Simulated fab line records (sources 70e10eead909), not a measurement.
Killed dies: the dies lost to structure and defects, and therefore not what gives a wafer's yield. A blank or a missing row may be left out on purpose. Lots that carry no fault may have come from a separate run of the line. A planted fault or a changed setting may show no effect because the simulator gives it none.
fab line records ; flow nand-harc
record lots=14; wafers=42; last-day=34
route steps=1302 shown A_CHANNEL_FILL_D1@517 A_ONON_D2@562 A_CHANNEL_HOLE_D2@582 END@1302
lots with no fault: from the same line, run without faults
start-h: start of the lot's first displayed wafer, in hours after the record's first day ; wait-h: hours from the lot's prior step to this one ; " same as the row above ; L1.1+2: several wafers, shown together as one row ; - no value, or no start given ; * or withheld: withheld ; < > ~ a bound
route shown NAME@n: names a module that has steps shown in the file, with the first one's number in the route ; usual: mean/standard deviation of fault-free wafers ; same: alike in all rows ; chamber/n: place in a boat ; sites: each site's reading ; _std_site: the values' standard deviation ; _edge_site: mean of outer sites minus mean of inner sites ; radius-mm: how far each site lies from the wafer's centre ; mask NAME#n: copy n ; behind: the most recent tool/chamber to have shaped the wafer ; hold: reason for holding the lot/hours on hold/outcome of the hold ; device: the n, p or np transistor that did not switch ; end of line: at the end of the route, the tests of the same wafers ; for a step that has no rows: nothing shown but its recipe ; killed: count of dies lost to structure and defects at first sort (not the wafer's yield) ; map: shows each die of a wafer: x if killed, . if not, _ if none is there
set.NAME: the setting the step ran with; set.NAME@STEP: the setting that earlier step ran with ; model.NAME: the simulator's own value behind a step, which no gauge read
steps of the route over a sample of lots; a table a step, a row a wafer
services: the hour from which a tool's chamber was out of use, counted from the record's first day as start-h (under 0 if before that day), plus the number of hours and why
## steps
# step NHARC_A_CHANNEL_FILL_D1_INSPECT_13
# usual raw-defect-count=276/110
lot.wafer;tool;chamber;start-h;wait-h;raw-defect-count
L214.1;defect-inspect-01;-;231.82;0.0;453
L214.2;defect-inspect-01;-;231.82;0.0;550
L214.4;defect-inspect-01;-;231.82;0.0;561
L217.1;defect-inspect-01;-;266.03;0.0;181
L217.2;defect-inspect-01;-;266.03;0.0;122
L217.4;defect-inspect-01;-;266.03;0.0;254
L218.2;defect-inspect-02;-;270.83;0.0;281
L218.4;defect-inspect-02;-;270.83;0.0;313
L218.5;defect-inspect-02;-;270.83;0.0;285
L219.1;defect-inspect-02;-;282.45;0.0;287
L219.2;defect-inspect-02;-;282.45;0.0;188
L219.4;defect-inspect-02;-;282.45;0.0;346
L220.2;defect-inspect-01;-;293.78;0.0;262
L220.3;defect-inspect-01;-;293.78;0.0;419
L220.5;defect-inspect-01;-;293.78;0.0;485
L221.4;defect-inspect-01;-;307.64;0.0;121
L221.5;defect-inspect-01;-;307.64;0.0;167
L221.6;defect-inspect-01;-;307.64;0.0;115
L223.2;defect-inspect-02;-;323.86;0.0;371
L223.3;defect-inspect-02;-;323.86;0.0;220
L223.5;defect-inspect-02;-;323.86;0.0;371
L224.1;defect-inspect-01;-;338.43;0.0;221
L224.2;defect-inspect-01;-;338.43;0.0;140
L224.6;defect-inspect-01;-;338.43;0.0;243
L230.1;defect-inspect-01;-;394.40;0.0;107
L230.3;defect-inspect-01;-;394.40;0.0;209
L230.4;defect-inspect-01;-;394.40;0.0;133
L232.2;defect-inspect-02;-;413.76;0.0;573
L232.3;defect-inspect-02;-;413.76;0.0;279
L232.5;defect-inspect-02;-;413.76;0.0;234
L234.1;defect-inspect-01;-;429.77;0.0;255
L234.3;defect-inspect-01;-;429.77;0.0;215
L234.4;defect-inspect-01;-;429.77;0.0;238
L235.2;defect-inspect-02;-;442.64;0.0;252
L235.4;defect-inspect-02;-;442.64;0.0;394
L235.5;defect-inspect-02;-;442.64;0.0;309
L236.2;defect-inspect-02;-;454.42;0.0;356
L236.4;defect-inspect-02;-;454.42;0.0;445
L236.6;defect-inspect-02;-;454.42;0.0;273
L237.1;defect-inspect-01;-;474.29;0.0;125
L237.3;defect-inspect-01;-;474.29;0.0;133
L237.5;defect-inspect-01;-;474.29;0.0;125
# step NHARC_A_ONON_D2_DEP_25
# recipe target-thk-a=10000; n2-flow-sccm=2750; n2o-flow-sccm=2000; nh3-flow-sccm=500; sih4-flow-sccm=210; temp-c=400
lot.wafer;tool;chamber;start-h;wait-h
L214.1+2+4;pecvd-onon-02;0;276.36;0.1
L217.1+2+4;pecvd-onon-02;0;310.14;0.1
L218.2+4+5;pecvd-onon-01;0;318.47;0.1
L219.1+2+4;pecvd-onon-01;0;333.46;0.1
L220.2+3+5;pecvd-onon-01;0;344.27;0.1
L221.4+5+6;pecvd-onon-02;0;355.01;0.2
L223.2+3+5;pecvd-onon-03;0;371.02;0.1
L224.1+2+6;pecvd-onon-01;0;394.91;0.1
L230.1+3+4;pecvd-onon-03;0;446.49;0.1
L232.2+3+5;pecvd-onon-03;0;460.50;0.1
L234.1+3+4;pecvd-onon-01;0;476.28;0.1
L235.2+4+5;pecvd-onon-02;0;492.37;0.1
L236.2+4+6;pecvd-onon-01;0;498.05;0.1
L237.1+3+5;pecvd-onon-03;0;522.40;0.4
# step NHARC_A_ONON_D2_THK_MEAS_27
# recipe thk-meas-gauge=ellipsometry
# usual thk-nm=998/9.6
lot.wafer;tool;chamber;start-h;wait-h;thk-nm
L214.1;film-metro-01;-;276.87;-;1012
L214.2;film-metro-01;-;276.87;-;1013
L214.4;film-metro-01;-;276.87;-;1011
L217.1;film-metro-02;-;310.64;-;1000
L217.2;film-metro-02;-;310.64;-;999
L217.4;film-metro-02;-;310.64;-;1000
L218.2;film-metro-02;-;318.93;-;1007
L218.4;film-metro-02;-;318.93;-;1008
L218.5;film-metro-02;-;318.93;-;1009
L219.1;film-metro-01;-;333.97;-;995
L219.2;film-metro-01;-;333.97;-;995
L219.4;film-metro-01;-;333.97;-;994
L220.2;film-metro-02;-;344.73;-;1014
L220.3;film-metro-02;-;344.73;-;1013
L220.5;film-metro-02;-;344.73;-;1012
L221.4;film-metro-02;-;355.34;-;1007
L221.5;film-metro-02;-;355.34;-;1007
L221.6;film-metro-02;-;355.34;-;1008
L223.2;film-metro-02;-;371.47;-;975
L223.3;film-metro-02;-;371.47;-;974
L223.5;film-metro-02;-;371.47;-;973
L224.1;film-metro-01;-;395.42;-;994
L224.2;film-metro-01;-;395.42;-;995
L224.6;film-metro-01;-;395.42;-;994
L230.1;film-metro-01;-;447.00;-;1494
L230.3;film-metro-01;-;447.00;-;1490
L230.4;film-metro-01;-;447.00;-;1492
L232.2;film-metro-01;-;460.98;-;1499
L232.3;film-metro-01;-;460.98;-;1498
L232.5;film-metro-01;-;460.98;-;1501
L234.1;film-metro-01;-;476.80;-;996
L234.3;film-metro-01;-;476.80;-;994
L234.4;film-metro-01;-;476.80;-;994
L235.2;film-metro-02;-;492.82;-;987
L235.4;film-metro-02;-;492.82;-;986
L235.5;film-metro-02;-;492.82;-;986
L236.2;film-metro-01;-;498.51;-;989
L236.4;film-metro-01;-;498.51;-;989
L236.6;film-metro-01;-;498.51;-;989
L237.1;film-metro-02;-;522.91;-;988
L237.3;film-metro-02;-;522.91;-;986
L237.5;film-metro-02;-;522.91;-;986
# step NHARC_A_CHANNEL_HOLE_D2_CD_MEAS_10
# recipe target-cd-nm=100; landing-energy-ev=500
# usual cd-nm=100.1/0.58
lot.wafer;tool;chamber;start-h;wait-h;cd-nm
L214.1;cd-sem-01;0;286.00;-;100.0
L214.2;cd-sem-01;0;286.00;-;100.1
L214.4;cd-sem-01;0;286.00;-;100.2
L217.1;cd-sem-01;0;314.45;-;99.8
L217.2;cd-sem-01;0;314.45;-;99.7
L217.4;cd-sem-01;0;314.45;-;100.1
L218.2;cd-sem-03;0;322.93;-;101.2
L218.4;cd-sem-03;0;322.93;-;101.0
L218.5;cd-sem-03;0;322.93;-;100.8
L219.1;cd-sem-03;0;337.74;-;100.3
L219.2;cd-sem-03;0;337.74;-;100.5
L219.4;cd-sem-03;0;337.74;-;99.2
L220.2;cd-sem-02;0;348.59;-;100.5
L220.3;cd-sem-02;0;348.59;-;101.0
L220.5;cd-sem-02;0;348.59;-;100.8
L221.4;cd-sem-02;0;361.70;-;100.4
L221.5;cd-sem-02;0;361.70;-;100.9
L221.6;cd-sem-02;0;361.70;-;101.3
L223.2;cd-sem-01;0;376.67;-;99.8
L223.3;cd-sem-01;0;376.67;-;100.0
L223.5;cd-sem-01;0;376.67;-;100.1
L224.1;cd-sem-02;0;400.80;-;99.6
L224.2;cd-sem-02;0;400.80;-;99.5
L224.6;cd-sem-02;0;400.80;-;99.3
L234.1;cd-sem-02;0;480.77;-;99.3
L234.3;cd-sem-02;0;480.77;-;99.7
L234.4;cd-sem-02;0;480.77;-;100.2
L235.2;cd-sem-01;0;501.98;-;101.0
L235.4;cd-sem-01;0;501.98;-;100.0
L235.5;cd-sem-01;0;501.98;-;100.1
L236.2;cd-sem-01;0;505.82;-;100.8
L236.4;cd-sem-01;0;505.82;-;100.5
L236.6;cd-sem-01;0;505.82;-;99.3
L237.1;cd-sem-01;0;527.18;-;100.2
L237.3;cd-sem-01;0;527.18;-;99.9
L237.5;cd-sem-01;0;527.18;-;99.5
# step NHARC_A_CHANNEL_HOLE_D2_INSPECT_12
# usual raw-defect-count=25/20
lot.wafer;tool;chamber;start-h;wait-h;raw-defect-count
L214.1;defect-inspect-02;-;286.12;0.0;49
L214.2;defect-inspect-02;-;286.12;0.0;64
L214.4;defect-inspect-02;-;286.12;0.0;36
L217.1;defect-inspect-02;-;314.58;0.0;6
L217.2;defect-inspect-02;-;314.58;0.0;6
L217.4;defect-inspect-02;-;314.58;0.0;3
L218.2;defect-inspect-01;-;323.05;0.0;6
L218.4;defect-inspect-01;-;323.05;0.0;6
L218.5;defect-inspect-01;-;323.05;0.0;2
L219.1;defect-inspect-02;-;337.87;0.0;4
L219.2;defect-inspect-02;-;337.87;0.0;6
L219.4;defect-inspect-02;-;337.87;0.0;7
L220.2;defect-inspect-01;-;348.71;0.0;14
L220.3;defect-inspect-01;-;348.71;0.0;10
L220.5;defect-inspect-01;-;348.71;0.0;5
L221.4;defect-inspect-01;-;361.82;0.0;10
L221.5;defect-inspect-01;-;361.82;0.0;6
L221.6;defect-inspect-01;-;361.82;0.0;8
L223.2;defect-inspect-02;-;376.79;0.0;5
L223.3;defect-inspect-02;-;376.79;0.0;8
L223.5;defect-inspect-02;-;376.79;0.0;8
L224.1;defect-inspect-02;-;400.93;0.0;15
L224.2;defect-inspect-02;-;400.93;0.0;10
L224.6;defect-inspect-02;-;400.93;0.0;9
L234.1;defect-inspect-01;-;480.89;0.0;55
L234.3;defect-inspect-01;-;480.89;0.0;56
L234.4;defect-inspect-01;-;480.89;0.0;67
L235.2;defect-inspect-01;-;502.10;0.0;27
L235.4;defect-inspect-01;-;502.10;0.0;26
L235.5;defect-inspect-01;-;502.10;0.0;25
L236.2;defect-inspect-01;-;505.94;0.0;13
L236.4;defect-inspect-01;-;505.94;0.0;12
L236.6;defect-inspect-01;-;505.94;0.0;6
L237.1;defect-inspect-02;-;527.30;0.0;26
L237.3;defect-inspect-02;-;527.30;0.0;30
L237.5;defect-inspect-02;-;527.30;0.0;25
# step NHARC_END_SORT_01
# recipe temp-c=25
# usual killed-at-array=55/15; killed-at-other=1.0/1.2; killed-at-periphery=3.4/2.2; killed-dies=59/15; killed-open=3.2/2; killed-short=2.5/1.7
# same gross-dies=677
lot.wafer;tool;chamber;start-h;wait-h;killed-at-array;killed-at-other;killed-at-periphery;killed-dies;killed-open;killed-short
L230.1;prober-02;0;721.48;4.8;670;0;7;677;4;3
L230.3;prober-02;0;723.08;5.4;668;2;7;677;2;2
L230.4;prober-02;0;723.88;5.7;673;1;3;677;3;2
L232.2;prober-01;0;739.08;2.8;676;0;1;677;5;5
L232.3;prober-01;0;739.88;3.1;671;1;5;677;1;6
L232.5;prober-01;0;741.48;3.7;672;1;4;677;0;2
# killed by level:class
L230.1 A_ONON_D2:area-dep=619 A_SLIT:chamber-film-flake=33 A_CHANNEL_HOLE_D1:chamber-film-flake=7 P_CONTACT:chamber-film-flake=4 A_CONTACT:chamber-film-flake=4 P_M0:geometric-particle:open=1 P_M0:geometric-particle:short=1 A_CHANNEL_FILL_D1:geometric-particle:open=1
L230.3 A_ONON_D2:area-dep=618 A_SLIT:chamber-film-flake=34 A_CHANNEL_HOLE_D1:chamber-film-flake=10 P_ZERO_WELL:chamber-film-flake=4 A_CONTACT:chamber-film-flake=3 P_CONTACT:chamber-film-flake=2 P_CONTACT:geometric-particle:open=1 A_ONON_D2:geometric-particle:short=1
L230.4 A_ONON_D2:area-dep=613 A_SLIT:chamber-film-flake=35 A_CHANNEL_HOLE_D1:chamber-film-flake=11 A_CONTACT:chamber-film-flake=7 P_STI:geometric-particle:open=1 A_SOURCE_PLATE:geometric-particle:short=1 A_CHANNEL_HOLE_D1:geometric-particle:short=1 A_WL_FILL:geometric-particle:open=1
L232.2 A_ONON_D2:area-dep=613 A_CHANNEL_HOLE_D2:chamber-film-flake=20 A_CONTACT:chamber-film-flake=12 A_CHANNEL_HOLE_D1:chamber-film-flake=10 A_SLIT:chamber-film-flake=8 A_CHANNEL_FILL_D1:chamber-film-flake=3 A_M0:geometric-particle:open=2 P_M0:geometric-particle:open=1
L232.3 A_ONON_D2:area-dep=620 A_CHANNEL_HOLE_D2:chamber-film-flake=18 A_CHANNEL_HOLE_D1:chamber-film-flake=12 A_CONTACT:chamber-film-flake=7 P_M1:chamber-film-flake=3 A_SLIT:chamber-film-flake=3 A_WL_FILL:chamber-film-flake=3 A_M1:geometric-particle:short=2
L232.5 A_ONON_D2:area-dep=618 A_CHANNEL_HOLE_D2:chamber-film-flake=24 A_CHANNEL_HOLE_D1:chamber-film-flake=14 A_CONTACT:chamber-film-flake=9 A_SLIT:chamber-film-flake=4 P_M1:chamber-film-flake=2 A_WL_FILL:chamber-film-flake=2 P_STI:geometric-particle:short=1
## services
tool;chamber;start-h;hours;kind
pecvd-onon-01;-;269.00;13.0;pm
pecvd-onon-02;-;366.00;13.0;pm
pecvd-onon-03;-;408.00;13.0;pm
pecvd-onon-02;-;420.27;1.0;repair
pecvd-onon-01;-;450.00;13.0;pm
pecvd-onon-02;-;490.85;0.9;repair
## key
first-sign step=NHARC_A_ONON_D2_THK_MEAS_27; reading=thk-nm; direction=up; sigmas=52; usual=998; struck=1496
effect step=NHARC_END_SORT_01; reading=killed-dies; direction=up; sigmas=42; usual=59; struck=677
more-kills-born-at NHARC_A_ONON_D2_DEP_25@pecvd-onon-03=3701
met-at NHARC_A_ONON_D2_DEP_25
struck-lots L230,L232
struck-wafers L230.1,L230.3,L230.4,L232.2,L232.3,L232.5
later-rows-left-out L230.1,L230.3,L230.4,L232.2,L232.3,L232.5
tester-left-out L230,L232
not-acting-at NHARC_A_CHANNEL_FILL_D1_INSPECT_13,NHARC_A_CHANNEL_HOLE_D2_CD_MEAS_10,NHARC_A_CHANNEL_HOLE_D2_INSPECT_12
onset-between 371.02 446.49
fault kind=process-parameter-drift; tool=pecvd-onon-03; chamber=0; onset-h=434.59; steps=NHARC_A_ONON_D2_DEP_25; channel=target-thk-a; offset=*; shape=step; end-h=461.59; acts-in=*; stated=*
# tester-left-out: of these lots the tester's yield and bins aren't shown, on N5 and GAA mostly nor the transistor test; their killed dies are dies lost to structure and defects alone, not to doping, threshold or leakage, so they don't give the yield
# later-rows-left-out: the simulator's readings of these wafers behind a module that went badly wrong aren't trusted and aren't shown, but for the sort
